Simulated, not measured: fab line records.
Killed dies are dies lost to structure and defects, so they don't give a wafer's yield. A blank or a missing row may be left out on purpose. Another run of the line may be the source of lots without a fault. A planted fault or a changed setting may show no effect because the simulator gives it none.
Chamber matching -- flow n5_finfet -- 3 sister chambers for N5_BEOL_M0_CVD_115 on cvd_co-01
The step deposits Co from CCTBA/H2, time 120 s. 3 wafers are shown with their chamber, then 8 later ones without.

== WAFERS, EACH WITH ITS CHAMBER ==
wafer,chamber,run_length_s (s)
L222.5,0,144.4
L222.6,2,143.7
L223.2,1,142.8

== WAFERS WITH NO CHAMBER GIVEN ==
wafer,run_length_s (s)
L223.3,143.8
L223.4,143.9
L224.1,142.5
L224.4,143.7
L224.5,143.2
L227.1,143.7
L227.3,144.0
L227.5,143.4

== CHAMBER TAKEN BY EACH ==
wafer,from the rows above,in truth
L223.3,2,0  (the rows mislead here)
L223.4,can't be placed: 2 or 0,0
L224.1,1,1
L224.4,2,2
L224.5,can't be placed: 1 or 2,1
L227.1,2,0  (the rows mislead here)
L227.3,can't be placed: 2 or 0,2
L227.5,can't be placed: 2 or 1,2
2 of 8 placed correctly. Unplaceable from these rows: 4, with the true chamber sitting among the candidates in 4. Number placed wrongly: 2.
How it was worked out, from the rows above alone: a wafer's distance from a chamber is the root of the sum, over the readings, of the square of ((its reading less the chamber's mean) divided by the reading's scatter). The wafer belongs to the nearest chamber; if the next one is less than 2 further off, it can't be placed. For every chamber, the mean is computed from those of its wafers that are shown. The scatter (one wafer shown for each chamber): square how far every hidden wafer sits from the nearest shown wafer, average those squares and take the square root.
